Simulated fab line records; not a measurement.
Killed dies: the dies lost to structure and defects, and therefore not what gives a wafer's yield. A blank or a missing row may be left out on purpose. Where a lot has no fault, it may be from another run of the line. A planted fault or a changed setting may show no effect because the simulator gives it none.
fab line records + flow n5_finfet + part 2 of 2: steps 4 to 6 of 6
record
- lots=24
- wafers=72
- last_day=18
route steps=1938 shown FIN_SAQP@127 FIN_CUT@166 STI_FIN_REVEAL@188
lots that met no fault: taken from a fault-free run of the same line
start_h: hours from the record's first day to the start of the lot's first wafer shown + wait_h: hours elapsed since this lot's preceding step + " identical to the entry in the row above + L1.1+2: a row that stands for several wafers + - no value present, or no start provided + * or withheld: withheld + < > ~ a bound
route shown NAME@n: NAME is a module with steps in the file, n the number in the route of the first one + usual: mean and standard deviation over wafers with no fault + same: alike in all rows + chamber/n: place in a boat + sites: readings site by site + _std_site: standard deviation across them + _edge_site: the outer-site mean with the inner-site mean subtracted + radius_mm: for every site, how far away it sits from the centre of the wafer + mask NAME#n: copy n + behind: tool/chamber where the wafer was last shaped + hold: cause of the lot's hold/its duration in hours/its outcome + device: the transistor (n, p or np) that didn't switch + end of line: the same wafers' tests at the end of the route + step lacking rows: just its recipe + killed: dies lost to structure and defects at the first sort, not the wafer's yield + map: a wafer's dies, marking killed ones x, the rest . and places with no die _
set.NAME: the setting the step ran with; set.NAME@STEP: the setting that earlier step ran with + model.NAME: the simulator's own value behind a step, which no gauge read
a sample of lots followed through the steps of the route, with each step as a table and each wafer as a row
services: from which hour (start_h, from the record's first day; less than 0 if before it) a tool's chamber was out of use, for how many hours, and why
## steps
# step N5_FIN_CUT_DESCUM_13
# recipe
- chemistry=O2
- time_s=7
- source_power_w=50
- bias_power_w=20
- pressure_mtorr=20
- rf_frequency_hz=2.712e+07
- temp_c=40
- resist=CAR-EUV
- o2_flow_sccm=225
# usual
- drypump_motor_current_A=5.58/0.28
- oes_product_au=0.77/0.073
- rf_vpp_V=243.7/1.1
- showerhead_plenum_p_Torr=2.12/0.046
- throttle_valve_pct=20.42/0.22
# same
- time_s=7
| lot.wafer | tool        | chamber | start_h | wait_h | drypump_motor_current_A | oes_product_au | rf_hours_counter_h | rf_vpp_V | showerhead_plenum_p_Torr | throttle_valve_pct |
|-----------|-------------|---------|---------|--------|-------------------------|----------------|--------------------|----------|--------------------------|--------------------|
| L074.2    | rie_diel-01 | 2       | 27.07   | 0.5    | 5.26                    | 0.72           | 181                | 242.7    | 2.10                     | 20.32              |
| L074.3    | "           | 1       | "       | "      | 5.97                    | 0.73           | 183                | 243.2    | 2.20                     | 20.91              |
| L074.4    | "           | 0       | "       | "      | 6.11                    | 0.68           | 222                | 244.3    | 2.18                     | 20.87              |
| L075.1    | rie_diel-01 | 0       | 33.76   | 0.0    | 6.06                    | 0.68           | 224                | 244.6    | 2.18                     | 20.86              |
| L075.4    | "           | 1       | "       | "      | 5.94                    | 0.72           | 185                | 244.5    | 2.19                     | 20.90              |
| L075.6    | "           | 3       | "       | "      | 5.77                    | 0.78           | -                  | 245.2    | 2.16                     | 19.99              |
| L076.2    | rie_diel-06 | 2       | 39.44   | 0.0    | 5.55                    | 0.74           | 147                | 243.2    | 2.10                     | 20.53              |
| L076.3    | "           | 1       | "       | "      | 5.27                    | 0.70           | 226                | 245.5    | 2.15                     | 20.43              |
| L076.5    | "           | 1       | "       | "      | 5.30                    | 0.70           | -                  | 245.9    | 2.15                     | 20.44              |
| L077.2    | rie_diel-05 | 2       | 45.29   | 0.0    | 5.56                    | 0.93           | 12                 | 243.2    | 2.13                     | 20.23              |
| L077.4    | "           | 3       | "       | "      | 5.56                    | 0.72           | 177                | 243.9    | 2.09                     | 20.62              |
| L077.5    | "           | 1       | "       | "      | 5.28                    | 0.85           | -                  | 242.7    | 2.13                     | 20.15              |
| L078.2    | rie_diel-06 | 0       | 52.09   | 0.0    | 5.84                    | 0.76           | 129                | 245.5    | 2.16                     | 20.23              |
| L078.5    | "           | 1       | "       | "      | 5.26                    | 0.70           | -                  | 244.2    | 2.15                     | 20.45              |
| L078.6    | "           | 0       | "       | "      | 5.84                    | 0.76           | -                  | 245.2    | 2.16                     | 20.24              |
| L079.2    | rie_diel-01 | 3       | 60.30   | 0.0    | 5.77                    | 0.78           | 157                | 244.1    | 2.16                     | 20.01              |
| L079.4    | "           | 0       | "       | "      | 6.08                    | 0.67           | 230                | 244.2    | 2.17                     | 20.87              |
| L079.6    | "           | 0       | "       | "      | 6.09                    | 0.67           | -                  | 242.9    | 2.17                     | 20.87              |
| L080.4    | rie_diel-06 | 3       | 65.77   | 0.0    | 5.31                    | 0.91           | 34                 | 242.2    | 2.05                     | 20.33              |
| L080.5    | "           | 3       | "       | "      | 5.32                    | 0.91           | -                  | 242.6    | 2.05                     | 20.35              |
| L080.6    | "           | 2       | "       | "      | 5.56                    | 0.74           | -                  | 244.5    | 2.10                     | 20.53              |
| L081.3    | rie_diel-06 | 2       | 71.58   | 0.0    | 5.57                    | 0.74           | 157                | 242.7    | 2.10                     | 20.54              |
| L081.5    | "           | 1       | "       | "      | 5.28                    | 0.69           | -                  | 244.8    | 2.15                     | 20.46              |
| L081.6    | "           | 2       | "       | "      | 5.56                    | 0.74           | -                  | 242.9    | 2.10                     | 20.55              |
| L082.1    | rie_diel-06 | 3       | 76.11   | 0.0    | 5.28                    | 0.89           | 38                 | 240.0    | 2.04                     | 20.34              |
| L082.2    | "           | 0       | "       | "      | 5.83                    | 0.75           | 137                | 244.9    | 2.16                     | 20.24              |
| L082.3    | "           | 2       | "       | "      | 5.56                    | 0.75           | 158                | 242.1    | 2.10                     | 20.52              |
| L083.1    | rie_diel-06 | 0       | 81.23   | 0.1    | 5.85                    | 0.75           | 139                | 246.0    | 2.16                     | 20.24              |
| L083.3    | "           | 1       | "       | "      | 5.28                    | 0.69           | 239                | 243.7    | 2.15                     | 20.45              |
| L083.4    | "           | 2       | "       | "      | 5.56                    | 0.74           | 160                | 243.6    | 2.10                     | 20.54              |
| L084.3    | rie_diel-06 | 3       | 89.26   | 0.0    | 5.30                    | 0.89           | 42                 | 243.5    | 2.04                     | 20.34              |
| L084.4    | "           | 2       | "       | "      | 5.57                    | 0.74           | 162                | 242.5    | 2.10                     | 20.54              |
| L084.6    | "           | 3       | "       | "      | 5.24                    | 0.89           | -                  | 242.6    | 2.04                     | 20.36              |
| L085.2    | rie_diel-05 | 3       | 93.69   | 0.0    | 5.55                    | 0.71           | 192                | 243.2    | 2.08                     | 20.66              |
| L085.4    | "           | 2       | "       | "      | 5.55                    | 0.88           | 27                 | 243.0    | 2.12                     | 20.25              |
| L085.6    | "           | 3       | "       | "      | 5.55                    | 0.72           | -                  | 241.6    | 2.08                     | 20.64              |
| L086.1    | rie_diel-06 | 1       | 101.06  | 0.0    | 5.27                    | 0.69           | 245                | 244.5    | 2.15                     | 20.48              |
| L086.2    | "           | 0       | "       | "      | 5.86                    | 0.75           | 145                | 244.6    | 2.15                     | 20.25              |
| L086.4    | "           | 3       | "       | "      | 5.34                    | 0.87           | 46                 | 242.3    | 2.04                     | 20.36              |
| L087.1    | rie_diel-06 | 2       | 106.19  | 0.0    | 5.56                    | 0.72           | 167                | 243.6    | 2.10                     | 20.53              |
| L087.3    | "           | 0       | "       | "      | 5.84                    | 0.74           | 146                | 243.9    | 2.15                     | 20.26              |
| L087.6    | "           | 3       | "       | "      | 5.31                    | 0.88           | -                  | 240.5    | 2.04                     | 20.36              |
| L088.2    | rie_diel-01 | 3       | 111.45  | 0.0    | 5.75                    | 0.77           | 173                | 243.4    | 2.15                     | 20.04              |
| L088.3    | "           | 0       | "       | "      | 6.08                    | 0.67           | 245                | 244.1    | 2.17                     | 20.88              |
| L088.6    | "           | 1       | "       | "      | 5.97                    | 0.71           | -                  | 243.4    | 2.19                     | 20.94              |
| L089.1    | rie_diel-06 | 2       | 118.64  | 0.0    | 5.56                    | 0.74           | 171                | 242.7    | 2.10                     | 20.55              |
| L089.2    | "           | 1       | "       | "      | 5.29                    | 0.69           | 251                | 244.1    | 2.15                     | 20.48              |
| L089.3    | "           | 3       | "       | "      | 5.23                    | 0.89           | 50                 | 243.5    | 2.04                     | 20.36              |
| L090.1    | rie_diel-06 | 3       | 122.88  | 0.0    | 5.35                    | 0.87           | 52                 | 242.6    | 2.04                     | 20.37              |
| L090.2    | "           | 1       | "       | "      | 5.29                    | 0.68           | 252                | 243.3    | 2.14                     | 20.49              |
| L090.3    | "           | 2       | "       | "      | 5.56                    | 0.73           | 173                | 245.2    | 2.09                     | 20.55              |
| L091.1    | rie_diel-06 | 3       | 128.95  | 0.1    | 5.25                    | 0.86           | 53                 | 242.9    | 2.04                     | 20.36              |
| L091.2    | "           | 1       | "       | "      | 5.27                    | 0.68           | 254                | 244.0    | 2.14                     | 20.47              |
| L091.6    | "           | 3       | "       | "      | 5.29                    | 0.87           | -                  | 241.5    | 2.04                     | 20.36              |
| L092.4    | rie_diel-05 | 1       | 134.37  | 0.0    | 5.25                    | 0.82           | 74                 | 243.7    | 2.12                     | 20.20              |
| L092.5    | "           | 0       | "       | "      | 6.07                    | 0.77           | -                  | 245.2    | 2.18                     | 20.27              |
| L092.6    | "           | 3       | "       | "      | 5.55                    | 0.70           | -                  | 242.7    | 2.08                     | 20.67              |
| L093.1    | rie_diel-05 | 0       | 140.44  | 0.0    | 6.04                    | 0.76           | 155                | 243.7    | 2.18                     | 20.26              |
| L093.5    | "           | 3       | "       | "      | 5.54                    | 0.70           | -                  | 242.2    | 2.08                     | 20.67              |
| L093.6    | "           | 2       | "       | "      | 5.56                    | 0.85           | -                  | 244.2    | 2.12                     | 20.30              |
| L094.3    | rie_diel-06 | 3       | 147.72  | 0.0    | 5.31                    | 0.87           | 61                 | 242.3    | 2.04                     | 20.37              |
| L094.4    | "           | 3       | "       | "      | 5.29                    | 0.86           | -                  | 243.6    | 2.04                     | 20.37              |
| L094.6    | "           | 2       | "       | "      | 5.54                    | 0.72           | -                  | 243.2    | 2.09                     | 20.57              |
| L095.2    | rie_diel-05 | 1       | 152.66  | 0.3    | 5.27                    | 0.82           | 78                 | 242.6    | 2.12                     | 20.21              |
| L095.3    | "           | 2       | "       | "      | 5.59                    | 0.87           | 43                 | 245.7    | 2.12                     | 20.27              |
| L095.6    | "           | 0       | "       | "      | 5.97                    | 0.77           | -                  | 244.1    | 2.18                     | 20.27              |
| L096.1    | rie_diel-01 | 1       | 159.29  | 0.0    | 5.96                    | 0.70           | 223                | 243.4    | 2.18                     | 20.96              |
| L096.4    | "           | 1       | "       | "      | 5.95                    | 0.69           | -                  | 244.9    | 2.18                     | 20.94              |
| L096.6    | "           | 2       | "       | "      | 5.26                    | 0.68           | -                  | 242.6    | 2.08                     | 20.41              |
| L097.1    | rie_diel-05 | 1       | 165.55  | 0.0    | 5.26                    | 0.81           | 82                 | 243.8    | 2.12                     | 20.21              |
| L097.2    | "           | 3       | "       | "      | 5.55                    | 0.69           | 211                | 242.7    | 2.07                     | 20.68              |
| L097.4    | "           | 0       | "       | "      | 6.04                    | 0.76           | 162                | 243.8    | 2.18                     | 20.27              |
# step N5_STI_FIN_REVEAL_THK_MEAS_05
# usual
- thk_nm=131.5/1
| lot.wafer | tool          | chamber | start_h | wait_h | thk_nm |
|-----------|---------------|---------|---------|--------|--------|
| L074.2    | film_metro-02 | -       | 33.44   | -      | 132.5  |
| L074.3    | "             | -       | "       | "      | 131.2  |
| L074.4    | "             | -       | "       | "      | 130.8  |
| L075.1    | film_metro-01 | -       | 41.08   | -      | 132.2  |
| L075.4    | "             | -       | "       | "      | 132.9  |
| L075.6    | "             | -       | "       | "      | 131.5  |
| L076.2    | film_metro-01 | -       | 45.77   | -      | 132.2  |
| L076.3    | "             | -       | "       | "      | 132.3  |
| L076.5    | "             | -       | "       | "      | 132.3  |
| L077.2    | film_metro-01 | -       | 52.23   | -      | 131.3  |
| L077.4    | "             | -       | "       | "      | 130.5  |
| L077.5    | "             | -       | "       | "      | 130.6  |
| L078.2    | film_metro-01 | -       | 58.52   | -      | 131.9  |
| L078.5    | "             | -       | "       | "      | 131.2  |
| L078.6    | "             | -       | "       | "      | 133.6  |
| L079.2    | film_metro-02 | -       | 66.66   | -      | 131.6  |
| L079.4    | "             | -       | "       | "      | 131.9  |
| L079.6    | "             | -       | "       | "      | 131.0  |
| L080.4    | film_metro-02 | -       | 72.71   | -      | 131.8  |
| L080.5    | "             | -       | "       | "      | 132.0  |
| L080.6    | "             | -       | "       | "      | 132.5  |
| L081.3    | film_metro-01 | -       | 78.58   | -      | 131.8  |
| L081.5    | "             | -       | "       | "      | 131.2  |
| L081.6    | "             | -       | "       | "      | 131.8  |
| L082.1    | film_metro-02 | -       | 82.58   | -      | 132.1  |
| L082.2    | "             | -       | "       | "      | 131.0  |
| L082.3    | "             | -       | "       | "      | 132.2  |
| L083.1    | film_metro-01 | -       | 88.65   | -      | 129.5  |
| L083.3    | "             | -       | "       | "      | 130.3  |
| L083.4    | "             | -       | "       | "      | 129.3  |
| L084.3    | film_metro-01 | -       | 95.61   | -      | 131.0  |
| L084.4    | "             | -       | "       | "      | 131.9  |
| L084.6    | "             | -       | "       | "      | 131.6  |
| L085.2    | film_metro-02 | -       | 101.05  | -      | 131.3  |
| L085.4    | "             | -       | "       | "      | 132.4  |
| L085.6    | "             | -       | "       | "      | 131.8  |
| L086.1    | film_metro-02 | -       | 107.39  | -      | 130.7  |
| L086.2    | "             | -       | "       | "      | 131.0  |
| L086.4    | "             | -       | "       | "      | 130.8  |
| L087.1    | film_metro-01 | -       | 112.54  | -      | 131.7  |
| L087.3    | "             | -       | "       | "      | 131.8  |
| L087.6    | "             | -       | "       | "      | 131.6  |
| L088.2    | film_metro-02 | -       | 118.48  | -      | 130.3  |
| L088.3    | "             | -       | "       | "      | 130.4  |
| L088.6    | "             | -       | "       | "      | 132.2  |
| L089.1    | film_metro-02 | -       | 125.04  | -      | 133.2  |
| L089.2    | "             | -       | "       | "      | 131.6  |
| L089.3    | "             | -       | "       | "      | 132.7  |
| L090.1    | film_metro-02 | -       | 129.21  | -      | 131.4  |
| L090.2    | "             | -       | "       | "      | 132.1  |
| L090.3    | "             | -       | "       | "      | 130.9  |
| L091.1    | film_metro-01 | -       | 135.58  | -      | 132.6  |
| L091.2    | "             | -       | "       | "      | 131.5  |
| L091.6    | "             | -       | "       | "      | 131.7  |
| L092.4    | film_metro-01 | -       | 141.01  | -      | 132.4  |
| L092.5    | "             | -       | "       | "      | 132.8  |
| L092.6    | "             | -       | "       | "      | 132.5  |
| L093.1    | film_metro-01 | -       | 147.74  | -      | 131.9  |
| L093.5    | "             | -       | "       | "      | 132.4  |
| L093.6    | "             | -       | "       | "      | 132.2  |
| L094.3    | film_metro-01 | -       | 154.15  | -      | 131.7  |
| L094.4    | "             | -       | "       | "      | 131.3  |
| L094.6    | "             | -       | "       | "      | 130.9  |
| L095.2    | film_metro-02 | -       | 159.02  | -      | 130.4  |
| L095.3    | "             | -       | "       | "      | 129.6  |
| L095.6    | "             | -       | "       | "      | 129.8  |
| L096.1    | film_metro-01 | -       | 166.51  | -      | 131.2  |
| L096.4    | "             | -       | "       | "      | 129.4  |
| L096.6    | "             | -       | "       | "      | 131.3  |
| L097.1    | film_metro-02 | -       | 171.89  | -      | 131.7  |
| L097.2    | "             | -       | "       | "      | 130.3  |
| L097.4    | "             | -       | "       | "      | 131.9  |
# step N5_STI_FIN_REVEAL_RECESS_09
# recipe
- chemistry=HF/NH3
- target=SiO2
- afs_cycles=11
- target_depth_a=425
- temp_c=30
- sublimation_temp_c=180
- sublimation_time_s=60
# usual
- drypump_motor_current_A=5.6/0.73
- foreline_p_Torr=0.1280/0.00042
| lot.wafer | tool          | chamber | start_h | wait_h | drypump_motor_current_A | foreline_p_Torr |
|-----------|---------------|---------|---------|--------|-------------------------|-----------------|
| L074.2    | vapor_etch-02 | 1       | 34.11   | 0.0    | 6.3                     | 0.1278          |
| L074.3    | "             | 0       | "       | "      | 4.9                     | 0.1281          |
| L074.4    | "             | 1       | "       | "      | 6.3                     | 0.1282          |
| L075.1    | vapor_etch-02 | 0       | 41.69   | 0.0    | 4.8                     | 0.1273          |
| L075.4    | "             | 1       | "       | "      | 6.3                     | 0.1283          |
| L075.6    | "             | 1       | "       | "      | 6.3                     | 0.1280          |
| L076.2    | vapor_etch-01 | 0       | 46.26   | 0.0    | 5.0                     | 0.1281          |
| L076.3    | "             | 0       | "       | "      | 5.0                     | 0.1279          |
| L076.5    | "             | 0       | "       | "      | 5.0                     | 0.1280          |
| L077.2    | vapor_etch-02 | 1       | 52.72   | 0.0    | 6.3                     | 0.1279          |
| L077.4    | "             | 0       | "       | "      | 4.8                     | 0.1280          |
| L077.5    | "             | 1       | "       | "      | 6.3                     | 0.1278          |
| L078.2    | vapor_etch-01 | 0       | 59.14   | 0.0    | 5.0                     | 0.1273          |
| L078.5    | "             | 1       | 60.20   | 1.1    | 6.4                     | 0.1281          |
| L078.6    | "             | 0       | "       | "      | 5.0                     | 0.1271          |
| L079.2    | vapor_etch-02 | 1       | 67.15   | 0.0    | 6.3                     | 0.1271          |
| L079.4    | "             | 0       | "       | "      | 4.9                     | 0.1283          |
| L079.6    | "             | 1       | "       | "      | 6.3                     | 0.1276          |
| L080.4    | vapor_etch-02 | 0       | 73.72   | 0.6    | 4.8                     | 0.1269          |
| L080.5    | "             | 0       | "       | "      | 4.8                     | 0.1282          |
| L080.6    | "             | 1       | "       | "      | 6.3                     | 0.1280          |
| L081.3    | vapor_etch-02 | 0       | 79.66   | 0.6    | 4.9                     | 0.1273          |
| L081.5    | "             | 1       | "       | "      | 6.3                     | 0.1285          |
| L081.6    | "             | 0       | "       | "      | 4.8                     | 0.1287          |
| L082.1    | vapor_etch-02 | 1       | 83.16   | 0.0    | 6.3                     | 0.1277          |
| L082.2    | "             | 0       | "       | "      | 4.8                     | 0.1290          |
| L082.3    | "             | 0       | "       | "      | 4.8                     | 0.1276          |
| L083.1    | vapor_etch-01 | 1       | 89.14   | 0.0    | 6.4                     | 0.1278          |
| L083.3    | "             | 0       | "       | "      | 5.0                     | 0.1288          |
| L083.4    | "             | 1       | "       | "      | 6.4                     | 0.1279          |
| L084.3    | vapor_etch-02 | 0       | 96.63   | 0.6    | 4.8                     | 0.1274          |
| L084.4    | "             | 1       | "       | "      | 6.3                     | 0.1273          |
| L084.6    | "             | 0       | "       | "      | 4.8                     | 0.1280          |
| L085.2    | vapor_etch-01 | 1       | 101.54  | 0.0    | 6.4                     | 0.1274          |
| L085.4    | "             | 0       | "       | "      | 5.0                     | 0.1278          |
| L085.6    | "             | 0       | "       | "      | 5.0                     | 0.1283          |
| L086.1    | vapor_etch-01 | 1       | 108.08  | 0.0    | 6.4                     | 0.1280          |
| L086.2    | "             | 0       | "       | "      | 5.0                     | 0.1279          |
| L086.4    | "             | 0       | "       | "      | 5.0                     | 0.1284          |
| L087.1    | vapor_etch-02 | 1       | 113.17  | 0.0    | 6.3                     | 0.1267          |
| L087.3    | "             | 1       | "       | "      | 6.3                     | 0.1280          |
| L087.6    | "             | 1       | "       | "      | 6.3                     | 0.1276          |
| L088.2    | vapor_etch-02 | 0       | 118.97  | 0.0    | 4.8                     | 0.1281          |
| L088.3    | "             | 0       | "       | "      | 4.8                     | 0.1283          |
| L088.6    | "             | 0       | "       | "      | 4.8                     | 0.1284          |
| L089.1    | vapor_etch-01 | 0       | 125.53  | 0.0    | 5.0                     | 0.1285          |
| L089.2    | "             | 1       | "       | "      | 6.4                     | 0.1281          |
| L089.3    | "             | 0       | "       | "      | 5.0                     | 0.1282          |
| L090.1    | vapor_etch-02 | 1       | 129.82  | 0.0    | 6.3                     | 0.1279          |
| L090.2    | "             | 0       | "       | "      | 4.8                     | 0.1282          |
| L090.3    | "             | 1       | "       | "      | 6.3                     | 0.1278          |
| L091.1    | vapor_etch-02 | 1       | 136.20  | 0.0    | 6.3                     | 0.1272          |
| L091.2    | "             | 0       | "       | "      | 4.9                     | 0.1278          |
| L091.6    | "             | 1       | 137.26  | 1.1    | 6.3                     | 0.1280          |
| L092.4    | vapor_etch-01 | 1       | 142.18  | 0.6    | 6.5                     | 0.1282          |
| L092.5    | "             | 0       | "       | "      | 5.0                     | 0.1286          |
| L092.6    | "             | 1       | "       | "      | 6.4                     | 0.1280          |
| L093.1    | vapor_etch-02 | 1       | 148.24  | 0.0    | 6.3                     | 0.1279          |
| L093.5    | "             | 0       | 149.30  | 1.1    | 4.8                     | 0.1281          |
| L093.6    | "             | 1       | "       | "      | 6.3                     | 0.1280          |
| L094.3    | vapor_etch-01 | 1       | 155.52  | 0.6    | 6.5                     | 0.1278          |
| L094.4    | "             | 0       | "       | "      | 5.0                     | 0.1271          |
| L094.6    | "             | 0       | "       | "      | 5.0                     | 0.1278          |
| L095.2    | vapor_etch-01 | 1       | 159.51  | 0.0    | 6.4                     | 0.1277          |
| L095.3    | "             | 1       | "       | "      | 6.5                     | 0.1283          |
| L095.6    | "             | 1       | "       | "      | 6.5                     | 0.1279          |
| L096.1    | vapor_etch-01 | 0       | 167.04  | 0.0    | 5.0                     | 0.1278          |
| L096.4    | "             | 1       | "       | "      | 6.5                     | 0.1281          |
| L096.6    | "             | 0       | "       | "      | 5.0                     | 0.1277          |
| L097.1    | vapor_etch-02 | 0       | 172.53  | 0.0    | 4.8                     | 0.1280          |
| L097.2    | "             | 1       | "       | "      | 6.3                     | 0.1286          |
| L097.4    | "             | 1       | "       | "      | 6.3                     | 0.1277          |
## services
| tool          | chamber | start_h | hours | kind                          |
|---------------|---------|---------|-------|-------------------------------|
| rie_diel-02   | 1       | 3.75    | 3.2   | repair                        |
| rie_si-04     | 1       | 15.84   | 10.1  | repair                        |
| rie_si-03     | -       | 26.22   | 1.2   | repair                        |
| rie_si-02     | 1       | 26.48   | 19.3  | repair                        |
| rie_si-03     | 3       | 30.37   | 5.1   | repair                        |
| rie_diel-01   | 0       | 35.29   | 4.0   | repair                        |
| rie_si-03     | 1       | 39.23   | 1.2   | repair                        |
| rie_si-02     | -       | 43.05   | 3.5   | repair                        |
| rie_si-03     | 1       | 59.21   | 1.6   | repair                        |
| rie_diel-03   | 0       | 63.04   | 1.6   | repair                        |
| rie_diel-05   | 1       | 73.51   | 5.2   | repair                        |
| rie_si-03     | 2       | 75.40   | 5.5   | repair                        |
| vapor_etch-01 | -       | 76.51   | 0.5   | repair                        |
| rie_si-02     | -       | 83.60   | 2.8   | pm                            |
| vapor_etch-02 | -       | 91.46   | 0.4   | repair                        |
| rie_si-03     | 2       | 98.76   | 11.3  | repair                        |
| vapor_etch-01 | 0       | 111.36  | 10.3  | repair                        |
| rie_diel-03   | 1       | 129.58  | 13.2  | repair                        |
| rie_diel-06   | 1       | 130.63  | 9.8   | repair                        |
| rie_diel-06   | 1       | 140.64  | -     | clean                         |
| rie_diel-06   | 1       | 140.64  | -     | consumable_replace:focus_ring |
| rie_diel-06   | 1       | 140.64  | 25.2  | scheduled_down                |
| rie_diel-06   | 2       | 149.71  | 12.8  | repair                        |
| rie_diel-01   | 3       | 157.99  | 1.5   | repair                        |
